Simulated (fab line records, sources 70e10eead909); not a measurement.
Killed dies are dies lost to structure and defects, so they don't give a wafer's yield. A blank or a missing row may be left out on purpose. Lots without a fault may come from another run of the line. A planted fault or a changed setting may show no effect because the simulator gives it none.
fab line records | flow nand_harc
record lots=13 wafers=39 last_day=33
route steps=1302 shown P_M2@336 P_BONDPAD@372
lots that met no fault: from a run of the same line without faults
start_h: hours from the record's first day to the start of the lot's first wafer shown | wait_h: hours since the lot's step before | " the same as in the row above | L1.1+2: a row that stands for several wafers | - no value, or no start given | * or withheld: withheld | < > ~ a bound
route shown NAME@n: a module of which the file shows steps, and the number in the route of the first | usual: mean/standard deviation of fault-free wafers | same: alike in all rows | chamber/n: place in a boat | sites: the reading at each site | _std_site: their standard deviation | _edge_site: outer sites' mean less inner sites' | radius_mm: how far each site lies from the wafer's centre | mask NAME#n: copy n | behind: the tool/chamber that last shaped the wafer | hold: why the lot was held/for how many hours/how that ended | device: the transistor (n, p or np) that didn't switch | end of line: the same wafers' tests at the end of the route | a step without rows: its recipe alone | killed: dies lost to structure and defects at the first sort, not the wafer's yield | map: a wafer's dies, x killed, . not, _ none there
set.NAME: the setting as run; set.NAME@STEP: as run at that earlier step | model.NAME: the simulator's own value behind a step, which no gauge read
steps of the route over a sample of lots; a table a step, a row a wafer
services: from which hour (start_h, from the record's first day; less than 0 if before it) a tool's chamber was out of use, for how many hours, and why
## steps
# step NHARC_P_M2_ETCH_28
# recipe target_depth_a=300 over_etch_frac=0.3 time_s=72.99 ion_energy_ev=150 cf4_flow_sccm=50 n2_flow_sccm=100 ar_flow_sccm=150 rf_w=300 bias_w=100 chemistry=CF4/N2
# usual drypump_motor_current_A=5.6/0.59 n2_flow_sccm=100.0/0.32 oes_product_au=0.996/0.011 rf_fwd_power_W=297.6/1.1 rf_vpp_V=314.8/2.1 run_length_s=94.3/0.43 showerhead_plenum_p_Torr=2.66/0.11 throttle_valve_pct=19.795/0.0094
# columns lot.wafer tool chamber start_h wait_h drypump_motor_current_A n2_flow_sccm oes_product_au rf_fwd_power_W rf_hours_counter_h rf_vpp_V run_length_s showerhead_plenum_p_Torr throttle_valve_pct
L867.1 rie_diel-05 2 - - 6.4 99.5 0.993 296.1 3.1 316.6 94.2 2.73 19.794
L867.2 " 0 " " 6.0 99.9 0.990 296.6 3.3 313.5 94.3 2.65 19.793
L867.5 " 1 " " 6.0 100.4 0.983 297.9 - 312.2 93.9 2.55 19.796
L868.4 rie_diel-05 1 - - 6.0 99.8 0.978 298.9 3.5 313.5 93.6 2.55 19.805
L868.1 " 2 " " 6.3 100.3 1.008 296.3 3.3 316.2 94.0 2.73 19.812
L868.6 " 1 " " 6.0 99.6 0.987 297.2 - 312.0 94.2 2.55 19.807
L869.2 rie_diel-07 2 - - 6.4 100.1 1.002 297.1 0.9 312.7 94.4 2.50 19.807
L869.4 " 3 " " 5.4 100.1 0.995 296.8 1.0 314.0 95.0 2.55 19.782
L869.3 " 1 " " 5.8 100.0 1.018 296.9 1.1 314.7 94.9 2.64 19.783
L873.1 rie_diel-01 1 - - 5.2 100.0 0.984 297.1 7.2 317.1 94.3 2.81 19.806
L873.2 " 2 " " 5.9 99.9 1.002 297.3 7.2 317.9 94.0 2.81 19.790
L873.4 " 3 " " 4.8 100.0 0.997 298.1 8.3 315.5 93.7 2.68 19.778
L874.1 rie_diel-01 3 - - 4.8 99.9 0.999 297.7 8.3 313.8 93.5 2.68 19.785
L874.3 " 0 " " 4.8 99.9 0.994 298.7 7.7 312.4 94.9 2.52 19.781
L874.5 " 3 " " 4.8 99.8 1.004 299.4 - 316.1 93.7 2.68 19.797
L875.2 rie_diel-05 0 - - 6.0 100.0 0.995 297.1 6.5 313.8 94.7 2.65 19.773
L875.4 " 1 " " 6.0 100.0 1.005 297.8 5.8 312.3 94.1 2.55 19.807
L875.5 " 1 " " 6.0 99.7 0.986 297.6 - 311.3 94.5 2.55 19.801
L877.4 rie_diel-05 0 - - 6.0 100.2 1.004 296.7 7.4 312.8 94.5 2.65 19.804
L877.1 " 1 " " 6.0 99.1 0.995 298.2 6.5 313.5 93.7 2.55 19.791
L877.6 " 3 " " 6.1 99.8 1.007 297.9 - 315.0 94.1 2.72 19.815
L876.2 rie_diel-01 3 - - 4.7 99.7 1.003 297.3 0.3 315.0 93.4 2.68 19.781
L876.1 " 0 " " 4.8 99.7 0.985 297.9 0.3 311.7 94.6 2.52 19.797
L876.4 " 2 " " 5.9 99.9 1.000 298.0 0.4 316.9 94.2 2.81 19.809
L879.2 rie_diel-05 1 - - 6.0 99.9 0.969 299.1 0.8 312.1 93.7 2.55 19.796
L879.1 " 3 " " 6.1 100.3 1.002 299.5 0.8 315.1 94.4 2.72 19.801
L879.5 " 0 " " 6.0 100.2 0.991 297.3 - 315.8 94.7 2.65 19.793
L881.3 rie_diel-01 1 - - 5.1 100.2 0.984 297.2 3.8 317.3 94.5 2.81 19.782
L881.5 " 0 " " 4.8 100.2 0.995 299.1 - 311.9 94.6 2.52 19.807
L881.6 " 1 " " 5.1 100.1 1.000 297.4 - 316.5 94.2 2.81 19.794
L882.2 rie_diel-01 0 - - 4.8 99.8 1.004 298.8 4.1 311.2 94.7 2.52 19.784
L882.4 " 3 " " 4.8 99.9 1.004 297.2 4.1 315.9 93.4 2.68 19.798
L882.5 " 0 " " 4.8 99.9 1.007 298.1 - 311.8 95.5 2.52 19.808
L884.1 rie_diel-01 0 - - 4.8 99.4 1.008 296.8 4.4 313.3 95.1 2.52 19.794
L884.2 " 1 " " 5.1 100.0 0.992 297.8 5.4 317.7 94.1 2.81 19.780
L884.3 " 2 " " 5.9 99.7 1.019 298.0 5.5 316.7 94.0 2.81 19.818
L889.4 rie_diel-05 3 - - 6.1 100.2 0.999 298.8 5.2 316.6 94.2 2.72 19.788
L889.1 " 0 " " 6.0 99.7 0.979 296.7 4.0 313.7 94.5 2.65 19.801
L889.6 " 0 " " 6.0 99.7 0.973 296.3 - 314.3 94.5 2.65 19.803
# step NHARC_P_M2_DEP_33
# recipe target_thk_a=300 temp_c=370 target_thk_nm=30 pressure_torr=3 flow_sccm=200 rf_w=450 material=SiCN
# usual heater_power_w=588/91 rf_fwd_power_W=448.8/1.5 susceptor_temp_C=369.96/0.22
# columns lot.wafer tool chamber start_h wait_h heater_power_w rf_fwd_power_W susceptor_temp_C
L867.1 pecvd-04 2 137.37 0.1 581 449.1 370.03
L867.2 " 0 " " 641 449.5 369.99
L867.5 " 2 " " 575 448.5 369.70
L868.1 pecvd-04 0 139.31 0.1 636 447.0 369.83
L868.4 " 1 " " 626 448.7 369.90
L868.6 " 2 " " 534 448.7 369.54
L869.3 pecvd-04 2 153.19 0.1 491 446.0 370.11
L869.2 " 0 " " 615 447.9 369.91
L869.4 " 0 " " 622 446.5 370.05
L873.1 pecvd-01 0 204.14 0.1 643 450.1 370.08
L873.2 " 2 " " 512 451.6 369.81
L873.4 " 2 " " 507 451.9 370.11
L874.3 pecvd-04 2 204.97 0.1 542 446.4 369.69
L874.1 " 1 " " 654 449.2 370.15
L874.5 " 0 " " 522 449.2 369.66
L875.2 pecvd-01 1 213.38 0.1 809 447.1 369.69
L875.5 " 0 " " 740 448.9 369.92
L875.4 " 2 " " 468 449.3 369.86
L877.1 pecvd-03 1 229.16 0.1 457 449.3 370.24
L877.6 " 2 " " 621 449.1 370.15
L877.4 " 1 " " 455 448.0 370.09
L876.2 pecvd-04 0 230.64 0.1 596 446.4 369.72
L876.1 " 2 " " 558 448.2 370.51
L876.4 " 0 " " 600 446.8 370.02
L879.1 pecvd-04 1 254.40 0.1 591 451.1 370.34
L879.2 " 0 " " 597 449.9 369.43
L879.5 " 0 " " 603 451.4 369.43
L881.3 pecvd-03 0 269.22 0.1 528 448.7 370.06
L881.5 " 0 " " 529 448.0 370.05
L881.6 " 1 " " 500 448.7 369.65
L882.2 pecvd-01 2 290.71 0.1 485 449.2 369.92
L882.4 " 0 " " 751 447.0 370.05
L882.5 " 1 " " 795 449.2 369.79
L884.2 pecvd-04 1 302.17 0.1 726 445.8 369.75
L884.3 " 2 " " 509 448.0 370.12
L884.1 " 0 " " 593 448.5 369.55
L889.1 pecvd-04 1 346.83 0.1 701 447.8 369.91
L889.6 " 0 " " 554 448.2 370.02
L889.4 " 1 " " 698 445.9 369.59
# step NHARC_P_BONDPAD_ETCH_24
# recipe target_depth_a=300 over_etch_frac=0.3 time_s=72.99 ion_energy_ev=150 cf4_flow_sccm=50 n2_flow_sccm=100 ar_flow_sccm=150 rf_w=300 bias_w=100 chemistry=CF4/N2
# usual drypump_motor_current_A=5.3/0.35 n2_flow_sccm=100.0/0.3 oes_product_au=1.003/0.011 rf_fwd_power_W=297.3/1.2 rf_vpp_V=313.9/1.8 run_length_s=94.3/0.37 showerhead_plenum_p_Torr=2.61/0.092 throttle_valve_pct=19.794/0.0096
# columns lot.wafer tool chamber start_h wait_h drypump_motor_current_A n2_flow_sccm oes_product_au rf_fwd_power_W rf_hours_counter_h rf_vpp_V run_length_s showerhead_plenum_p_Torr throttle_valve_pct
L867.1 rie_diel-12 3 139.85 - 5.4 100.2 1.002 296.4 1.4 315.2 94.2 2.65 19.805
L867.2 " 1 " " 5.5 100.4 1.010 295.4 1.1 312.5 94.4 2.50 19.795
L867.5 " 2 " " 4.8 99.7 1.011 297.2 - 315.0 94.9 2.71 19.787
L868.1 rie_diel-04 3 141.69 - 5.4 99.8 0.998 296.0 6.6 312.7 94.4 2.60 19.786
L868.4 " 1 " " 4.9 99.6 0.999 297.3 6.9 311.9 94.3 2.52 19.805
L868.6 " 3 " " 5.4 100.0 1.001 295.4 - 315.2 94.5 2.60 19.794
L869.3 rie_diel-02 3 155.50 0.2 5.0 100.0 0.993 297.1 7.2 313.5 94.5 2.63 19.812
L869.2 " 0 " " 5.6 100.0 0.998 299.6 7.0 317.0 93.8 2.72 19.800
L869.4 " 0 " " 5.7 99.9 1.011 298.8 - 314.6 94.2 2.72 19.796
L873.1 rie_diel-12 2 206.40 - 4.8 100.1 1.019 298.0 3.3 316.0 94.8 2.71 19.788
L873.4 " 0 " " 5.5 100.5 1.017 297.8 3.2 315.1 94.3 2.66 19.792
L873.2 " 1 " " 5.5 100.3 1.015 295.8 2.8 312.0 94.1 2.51 19.789
L874.1 rie_diel-04 2 207.41 - 5.1 99.5 0.997 297.0 0.5 314.6 93.9 2.70 19.807
L874.3 " 0 " " 5.4 100.0 1.015 297.1 0.5 312.1 94.1 2.45 19.807
L874.5 " 2 " " 5.0 99.9 0.997 296.8 - 316.1 93.9 2.70 19.791
L875.4 rie_diel-04 2 215.73 - 5.0 100.0 1.000 297.0 1.3 315.7 94.1 2.70 19.806
L875.2 " 3 " " 5.5 100.4 0.988 295.1 1.2 313.8 94.4 2.60 19.788
L875.5 " 0 " " 5.4 99.8 1.006 297.6 - 311.1 94.3 2.45 19.784
L877.4 rie_diel-12 2 231.50 - 4.8 99.7 1.008 297.7 3.8 315.1 94.8 2.71 19.797
L877.1 " 3 " " 5.4 99.3 1.003 300.6 4.5 313.1 93.8 2.65 19.793
L877.6 " 1 " " 5.5 100.4 1.014 294.2 - 311.8 94.2 2.50 19.815
L876.4 rie_diel-12 2 233.05 - 4.9 100.2 1.013 299.7 3.9 316.0 94.8 2.71 19.797
L876.1 " 0 " " 5.6 100.0 1.015 296.4 4.1 316.0 94.4 2.66 19.791
L876.2 " 1 " " 5.5 99.9 1.018 296.2 3.4 311.9 94.2 2.50 19.790
L879.1 rie_diel-02 2 256.88 0.2 6.3 100.4 1.000 298.5 2.7 314.9 94.1 2.63 19.786
L879.2 " 3 " " 5.0 100.3 0.992 297.7 2.7 313.3 94.5 2.63 19.783
L879.5 " 2 " " 6.3 100.4 1.000 299.1 - 312.8 94.4 2.63 19.792
L881.3 rie_diel-04 0 271.96 - 5.4 99.6 1.015 298.7 3.5 310.8 94.4 2.45 19.786
L881.5 " 1 " " 4.8 100.0 0.989 297.9 - 313.4 94.4 2.52 19.793
L881.6 " 2 " " 5.0 99.9 0.992 296.7 - 315.3 93.8 2.70 19.786
L882.2 rie_diel-12 1 293.02 0.2 5.5 99.9 0.989 296.8 0.2 311.5 94.4 2.50 19.796
L882.4 " 0 " " 5.5 100.1 1.009 298.4 - 315.5 94.2 2.66 19.790
L882.5 " 1 " " 5.5 99.3 0.989 296.3 - 313.0 94.3 2.50 19.802
L884.2 rie_diel-04 0 304.58 - 5.3 99.7 1.018 296.4 5.2 310.9 94.0 2.45 19.800
L884.1 " 1 " " 4.8 100.2 0.994 297.8 5.4 313.0 94.6 2.52 19.790
L884.3 " 2 " " 5.1 100.3 0.994 299.1 5.5 317.1 93.7 2.70 19.795
L889.1 rie_diel-12 1 349.18 0.1 5.5 100.0 1.025 296.4 1.1 313.3 94.9 2.50 19.797
L889.4 " 2 " " 4.8 99.6 1.023 297.8 - 315.2 94.9 2.71 19.789
L889.6 " 0 " " 5.5 100.1 1.013 - - 314.3 74.1 2.66 19.794
# step NHARC_P_BONDPAD_INSPECT_23
# usual raw_defect_count=334/130
# columns lot.wafer tool chamber start_h wait_h raw_defect_count
L867.1 defect_inspect-02 - 141.90 0.0 554
L867.2 " - " " 496
L867.5 " - " " 332
L868.1 defect_inspect-01 - 143.71 0.0 192
L868.4 " - " " 245
L868.6 " - " " 127
L869.2 defect_inspect-02 - 157.53 0.0 304
L869.3 " - " " 202
L869.4 " - " " 242
L873.1 defect_inspect-01 - 208.56 0.0 203
L873.2 " - " " 352
L873.4 " - " " 261
L874.1 defect_inspect-02 - 209.43 0.1 244
L874.3 " - " " 176
L874.5 " - " " 259
L875.2 defect_inspect-01 - 217.75 0.0 265
L875.4 " - " " 302
L875.5 " - " " 349
L877.1 defect_inspect-02 - 233.55 0.0 321
L877.4 " - " " 549
L877.6 " - " " 312
L876.1 defect_inspect-02 - 235.11 0.0 297
L876.2 " - " " 126
L876.4 " - " " 519
L879.1 defect_inspect-01 - 258.91 0.0 335
L879.2 " - " " 279
L879.5 " - " " 444
L881.3 defect_inspect-02 - 273.96 0.0 357
L881.5 " - " " 231
L881.6 " - " " 321
L882.2 defect_inspect-02 - 295.05 0.0 137
L882.4 " - " " 218
L882.5 " - " " 233
L884.1 defect_inspect-02 - 306.60 0.0 263
L884.2 " - " " 258
L884.3 " - " " 279
L889.1 defect_inspect-01 - 351.19 0.0 445
L889.4 " - " " 630
L889.6 " - " " 279
## services
# columns tool chamber start_h hours kind
pecvd-04 - 120.00 1.3 repair
rie_diel-01 1 127.74 4.2 repair
rie_diel-01 0 139.15 2.1 repair
rie_diel-05 1 168.02 8.7 repair
rie_diel-04 - 177.90 9.0 pm
rie_diel-01 1 189.41 6.4 repair
rie_diel-01 - 203.80 9.0 pm
rie_diel-05 - 203.84 0.3 repair
rie_diel-05 - 229.60 9.0 pm
rie_diel-12 3 241.75 8.4 repair
rie_diel-12 0 251.50 11.3 repair
rie_diel-12 - 268.40 9.0 pm
pecvd-04 - 269.00 13.0 pm
rie_diel-05 0 287.59 28.2 repair
rie_diel-12 3 290.72 2.9 repair
pecvd-04 - 292.01 1.3 repair
rie_diel-05 3 308.68 3.8 repair
rie_diel-12 - 309.55 4.9 repair
rie_diel-05 1 315.49 12.2 repair
pecvd-04 - 332.01 2.2 repair
rie_diel-12 2 338.84 8.1 repair
rie_diel-05 1 340.21 2.9 repair
rie_diel-01 2 343.57 7.3 repair
rie_diel-12 3 347.60 18.2 repair
## key
first_sign step=NHARC_P_BONDPAD_ETCH_24 reading=run_length_s direction=down sigmas=55 usual=* struck=*
effect none on later readings
met_at NHARC_P_BONDPAD_ETCH_24
struck_lots L889
struck_wafers L889.6
later_rows_left_out L889.6
sort_left_out L889.6
not_acting_at NHARC_P_M2_ETCH_28,NHARC_P_M2_DEP_33,NHARC_P_BONDPAD_INSPECT_23
onset_between 293.02 349.18
fault kind=process_parameter_drift tool=rie_diel-12 chamber=0 onset_h=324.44 steps=NHARC_P_BONDPAD_ETCH_24 channel=time_s offset=* shape=step end_h=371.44 acts_in=* stated=*
# sort_left_out: the simulated sort isn't trusted on such a fault, so these wafers' sort isn't shown, and their yield isn't known
# later_rows_left_out: the simulator's readings of these wafers behind a module that went badly wrong aren't trusted and aren't shown, but for the sort
